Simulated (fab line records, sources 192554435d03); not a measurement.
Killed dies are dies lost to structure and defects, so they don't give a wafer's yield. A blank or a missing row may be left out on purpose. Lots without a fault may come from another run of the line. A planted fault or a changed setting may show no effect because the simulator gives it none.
fab line records | flow n5_finfet
record lots=5 wafers=15 last_day=15
route steps=1938 shown BEOL_M7@1281
lots that met no fault: from a run of the same line without faults
start_h: hours from the record's first day to the start of the lot's first wafer shown | wait_h: hours since the lot's step before | " the same as in the row above | L1.1+2: a row that stands for several wafers | - no value, or no start given | * or withheld: withheld | < > ~ a bound
route shown NAME@n: a module of which the file shows steps, and the number in the route of the first | usual: mean/standard deviation of fault-free wafers | same: alike in all rows | chamber/n: place in a boat | sites: the reading at each site | _std_site: their standard deviation | _edge_site: outer sites' mean less inner sites' | radius_mm: how far each site lies from the wafer's centre | mask NAME#n: copy n | behind: the tool/chamber that last shaped the wafer | hold: why the lot was held/for how many hours/how that ended | device: the transistor (n, p or np) that didn't switch | end of line: the same wafers' tests at the end of the route | a step without rows: its recipe alone | killed: dies lost to structure and defects at the first sort, not the wafer's yield | map: a wafer's dies, x killed, . not, _ none there
set.NAME: the setting as run; set.NAME@STEP: as run at that earlier step | model.NAME: the simulator's own value behind a step, which no gauge read
lots at some steps of the route; a table a step, a row a wafer
services: from which hour (start_h, from the record's first day; less than 0 if before it) a tool's chamber was out of use, for how many hours, and why
## steps
# step N5_BEOL_M7_ETCH_62
# recipe chemistry=N2/H2 target=SOC target_depth_a=1100 overetch_a=220 mask_material=SiARC temp_c=40 time_s=165 ion_energy_ev=200 pressure_mtorr=30 source_w=840 bias_w=150 n2_flow_sccm=200 h2_flow_sccm=200
# step N5_BEOL_M7_STRIP_68
# recipe chemistry=N2/H2 temp_c=40 n2_flow_sccm=200 h2_flow_sccm=200 rf_frequency_hz=6e+07
# step N5_BEOL_M7_STRIP_67
# recipe chemistry=CF4 resist=SiARC power_w=300 bias_power_w=75 pressure_mtorr=50 cf4_flow_sccm=150 rf_frequency_hz=6e+07
# step N5_BEOL_M7_HM_OPEN_17
# recipe chemistry=Cl2/BCl3 target_depth_a=200 overetch_a=60 target=TiN mask_material=SOC ion_energy_ev=150 pressure_mtorr=10 icp_w=1000 bias_w=126 Cl2_flow_sccm=53.25 bcl3_flow_sccm=21.75 Ar_flow_sccm=25
# step N5_BEOL_M7_STRIP_19
# recipe chemistry=O2 power_w=400 temp_c=40 pressure_mtorr=30 rf_frequency_hz=6e+07 bias_power_w=0 overash_fraction=0.2 o2_flow_sccm=225
# step N5_BEOL_M7_COAT_63
# recipe resist=SOC temp_c=250 time_s=60 spin_rpm=1500 resist_thk_nm=60
# step N5_BEOL_M7_COAT_64
# recipe resist=SiARC temp_c=220 time_s=60 spin_rpm=1500 resist_thk_nm=12
# step N5_BEOL_M7_COAT_71
# recipe resist=underlayer temp_c=205 time_s=60 spin_rpm=1500 resist_thk_nm=5
# step N5_BEOL_M7_COAT_22
# recipe resist=CAR-EUV spin_rpm=1500 resist_thk_nm=30
# step N5_BEOL_M7_EBR_24
# recipe solvent=PGMEA ebr_width_mm=1.5
# step N5_BEOL_M7_SOFTBAKE_23
# recipe temp_c=110 time_s=60 resist=CAR-EUV
# step N5_BEOL_M7_EXPOSE_25
# recipe mask_id=V6 na=0.33 source_shape=annular sigma_inner=0.4 sigma_outer=0.8 polarization=unpolarized target_cd_nm=40 dose_mj=42.5
# usual exposure_dose_mJ_cm2=42.45/0.067
# columns lot.wafer tool chamber start_h wait_h mask exposure_dose_mJ_cm2
L200.1 euv_scanner-02 0 183.00 - V6#0 42.46
L200.2 " 0 " " V6#0 42.48
L200.6 " 0 " " V6#0 42.54
L203.1 euv_scanner-01 0 206.63 - V6#0 42.35
L203.3 " 0 " " V6#0 42.35
L203.6 " 0 " " V6#0 42.39
L219.1 euv_scanner-02 0 305.86 - V6#0 46.75
L219.3 " 0 " " V6#0 46.73
L219.5 " 0 " " V6#0 46.77
L221.1 euv_scanner-02 0 311.30 - V6#0 46.77
L221.3 " 0 " " V6#0 46.73
L221.5 " 0 " " V6#0 46.72
L222.3 euv_scanner-02 0 316.61 - V6#0 46.68
L222.4 " 0 " " V6#0 46.72
L222.5 " 0 " " V6#0 46.71
# step N5_BEOL_M7_PEB_26
# recipe peb_temp_c=100 peb_time_s=60 resist=CAR-EUV
# step N5_BEOL_M7_DEVELOP_27
# recipe develop_time_s=30 developer=TMAH resist=CAR-EUV rinse_liquid=surfactant_rinse dry=air_spin dev_temp_c=23
# step N5_BEOL_M7_CD_MEAS_28
# recipe target_cd_nm=40 landing_energy_ev=500 detector=se_inlens
# usual cd_nm=40.05/0.21
# columns lot.wafer tool chamber start_h wait_h cd_nm
L200.1 cd_sem-02 0 183.13 - 40.06
L200.2 " 0 " " 40.40
L200.6 " 0 " " 39.93
L203.1 cd_sem-02 0 206.77 - 39.94
L203.3 " 0 " " 39.99
L203.6 " 0 " " 39.92
L219.1 cd_sem-01 0 305.99 - 40.99
L219.3 " 0 " " 35.52
L219.5 " 0 " " 27.27
L221.1 cd_sem-01 0 311.43 - 31.52
L221.3 " 0 " " 41.70
L221.5 " 0 " " 27.39
L222.3 cd_sem-02 0 316.73 - 37.93
L222.4 " 0 " " 36.54
L222.5 " 0 " " 32.04
# step N5_BEOL_M7_DESCUM_33
# recipe chemistry=O2 time_s=7 source_power_w=50 bias_power_w=20 pressure_mtorr=20 rf_frequency_hz=2.712e+07 temp_c=40 resist=CAR-EUV o2_flow_sccm=225
# usual drypump_motor_current_A=5.8/0.42 oes_product_au=0.81/0.083 rf_vpp_V=243.3/1.4 showerhead_plenum_p_Torr=2.11/0.079 throttle_valve_pct=20.38/0.21
# same time_s=7
# columns lot.wafer tool chamber start_h wait_h drypump_motor_current_A oes_product_au rf_hours_counter_h rf_vpp_V showerhead_plenum_p_Torr throttle_valve_pct model.BEOL_M7.cd_nm
L200.1 rie_diel-02 2 183.25 0.0 6.2 0.74 189 243.2 1.99 20.74 40.2
L200.2 " 3 " " 5.6 0.96 9 245.0 2.24 20.28 40.4
L200.6 " 1 " " 6.2 0.74 - 244.2 2.18 20.08 40.2
L203.1 rie_diel-02 2 206.89 0.0 6.2 0.73 197 240.4 1.99 20.76 40.2
L203.3 " 1 " " 6.2 0.74 159 244.2 2.18 20.12 40
L203.6 " 3 " " 5.6 0.94 - 247.0 2.24 20.31 40.2
L219.1 rie_diel-03 2 306.16 0.1 5.3 0.71 184 242.7 2.00 20.56 40.8
L219.3 " 0 " " 6.6 0.82 62 241.0 2.03 20.35 35.4
L219.5 " 1 " " 6.0 0.71 - 244.0 2.16 20.73 27.6
L221.1 rie_diel-03 3 311.56 0.0 5.3 0.88 33 242.2 2.04 20.42 31.6
L221.3 " 1 " " 5.9 0.70 206 243.6 2.16 20.71 41.4
L221.5 " 3 " " 5.4 0.88 - 243.2 2.04 20.43 27
L222.3 rie_diel-02 3 317.03 0.2 5.6 0.86 54 244.3 2.22 20.36 37.8
L222.4 " 0 " " 6.0 0.78 114 244.1 2.19 20.16 36.6
L222.5 " 2 " " 6.2 0.71 - 240.2 1.97 20.80 32
# step N5_BEOL_M7_ETCH_72
# recipe chemistry=N2/H2 target=underlayer target_depth_a=65 mask_material=CAR-EUV time_s=5.2 ion_energy_ev=200 pressure_mtorr=30 source_w=840 bias_w=150 n2_flow_sccm=200 h2_flow_sccm=200 ends=cleared
# step N5_BEOL_M7_ETCH_65
# recipe chemistry=CF4 target=SiARC target_depth_a=156 mask_material=CAR-EUV time_s=26 ion_energy_ev=80 pressure_mtorr=40 source_w=545 bias_w=36 Ar_flow_sccm=100 cf4_flow_sccm=100 ends=cleared
# step N5_BEOL_M7_ETCH_66
# recipe chemistry=N2/H2 target=SOC target_depth_a=800 overetch_a=160 mask_material=SiARC temp_c=40 time_s=120 ion_energy_ev=200 pressure_mtorr=30 source_w=840 bias_w=150 n2_flow_sccm=200 h2_flow_sccm=200
# step N5_BEOL_M7_STRIP_69
# recipe chemistry=N2/H2 temp_c=40 n2_flow_sccm=200 h2_flow_sccm=200 rf_frequency_hz=6e+07
# step N5_BEOL_M7_STRIP_73
# recipe chemistry=N2/H2 temp_c=40 n2_flow_sccm=200 h2_flow_sccm=200 rf_frequency_hz=6e+07
# step N5_BEOL_M7_VIA_ETCH_34
# recipe chemistry=C4F6/O2 target=SiCOH_lowk target_depth_a=1255 mask_material=SOC taper_deg=4 time_s=50.5 ion_energy_ev=250 pressure_mtorr=30 source_w=345 bias_w=185 Ar_flow_sccm=300 C4F6_flow_sccm=10 O2_flow_sccm=10
# usual bias_w=185.1/0.58 drypump_motor_current_A=5.9/0.42 oes_product_au=0.81/0.084 rf_vpp_V=667/8.2 showerhead_plenum_p_Torr=2.87/0.099 throttle_valve_pct=20.86/0.22
# same time_s=50.5
# columns lot.wafer tool chamber start_h wait_h bias_w drypump_motor_current_A oes_product_au rf_hours_counter_h rf_vpp_V showerhead_plenum_p_Torr throttle_valve_pct model.BEOL_M7.cd_nm
L200.1 rie_diel-02 2 183.43 0.0 184.8 6.2 0.74 190 662 2.72 21.28 40.2
L200.2 " 3 " " 185.2 5.6 0.96 9 671 3.04 20.78 40.6
L200.6 " 1 " " 184.7 6.2 0.74 - 676 2.96 20.56 40
L203.1 rie_diel-02 2 207.07 0.0 184.8 6.2 0.73 197 663 2.72 21.27 40
L203.3 " 1 " " 185.1 6.2 0.73 160 676 2.95 20.56 39.8
L203.6 " 3 " " 184.9 5.5 0.93 - 670 3.03 20.80 40.2
L219.1 rie_diel-03 2 306.34 0.0 184.7 5.3 0.72 184 664 2.72 21.02 40.6
L219.3 " 0 " " 186.0 6.6 0.84 62 677 2.78 20.86 35.4
L219.5 " 1 " " 184.6 6.0 0.71 - 666 2.94 21.20 27.6
L221.1 rie_diel-03 3 311.74 0.0 185.0 5.3 0.87 33 677 2.80 20.98 31.8
L221.3 " 1 " " 183.7 5.9 0.70 206 666 2.94 21.17 41.4
L221.5 " 3 " " 184.1 5.3 0.87 - 676 2.80 20.99 27
L222.3 rie_diel-02 3 317.21 0.0 185.1 5.6 0.87 54 671 3.02 20.84 38
L222.4 " 0 " " 186.5 6.0 0.79 114 671 2.98 20.63 36.6
L222.5 " 2 " " 185.3 6.2 0.71 - 660 2.71 21.33 32.2
# step N5_BEOL_M7_STRIP_76
# recipe chemistry=C4F6/O2 resist=SiARC rf_frequency_hz=6e+07
## services
# columns tool chamber start_h hours kind
rie_diel-03 3 164.52 1.7 repair
rie_diel-03 3 179.37 - clean
rie_diel-03 3 179.37 - consumable_replace:focus_ring
rie_diel-03 3 179.37 16.3 scheduled_down
rie_diel-03 3 179.37 16.3 vent_cycle
euv_scanner-02 - 186.28 1.0 pm
euv_scanner-01 - 189.81 1.0 pm
rie_diel-02 0 201.01 9.1 repair
euv_scanner-02 - 206.29 1.0 repair
rie_diel-02 2 223.76 6.1 repair
rie_diel-02 2 237.18 4.4 repair
euv_scanner-01 0 238.85 - calibration
euv_scanner-01 - 240.13 4.6 pm
euv_scanner-02 - 244.73 1.0 pm
euv_scanner-01 - 245.96 1.0 pm
euv_scanner-02 - 246.97 4.6 pm
euv_scanner-02 0 279.90 - calibration
euv_scanner-01 - 297.22 9.2 repair
euv_scanner-02 - 306.49 1.0 pm
euv_scanner-01 - 307.50 1.0 pm
## key
first_sign step=N5_BEOL_M7_EXPOSE_25 reading=exposure_dose_mJ_cm2 direction=up sigmas=64 usual=42.45 struck=46.73
effect step=N5_BEOL_M7_CD_MEAS_28 reading=cd_nm direction=down sigmas=27 usual=40.05 struck=34.55 through=control_loop
model_effect step=N5_BEOL_M7_DESCUM_33 value=BEOL_M7.cd_nm without=39.98 struck=34.47
model_effect step=N5_BEOL_M7_VIA_ETCH_34 value=BEOL_M7.cd_nm without=40.02 struck=34.51
met_at N5_BEOL_M7_EXPOSE_25
struck_wafers L219.1,L219.3,L219.5,L221.1,L221.3,L221.5,L222.3,L222.4,L222.5
rows_end L219.1,L219.3,L219.5,L221.1,L221.3,L221.5,L222.3,L222.4,L222.5
loop_trim step=N5_BEOL_M7_EXPOSE_25 setting=dose lots=L219,L221,L222
onset_between 183.00 305.86
fault kind=process_parameter_drift tool=euv_scanner-02 chamber=- onset_h=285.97 steps=N5_BEOL_M7_EXPOSE_25 channel=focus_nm offset=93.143 spread_by_wafer=0.3 shape=step
# rows_end: these wafers met a further fault down the route, and their rows from its step on are left out
# loop_trim: a control loop set the setting to another value than it would have without faults
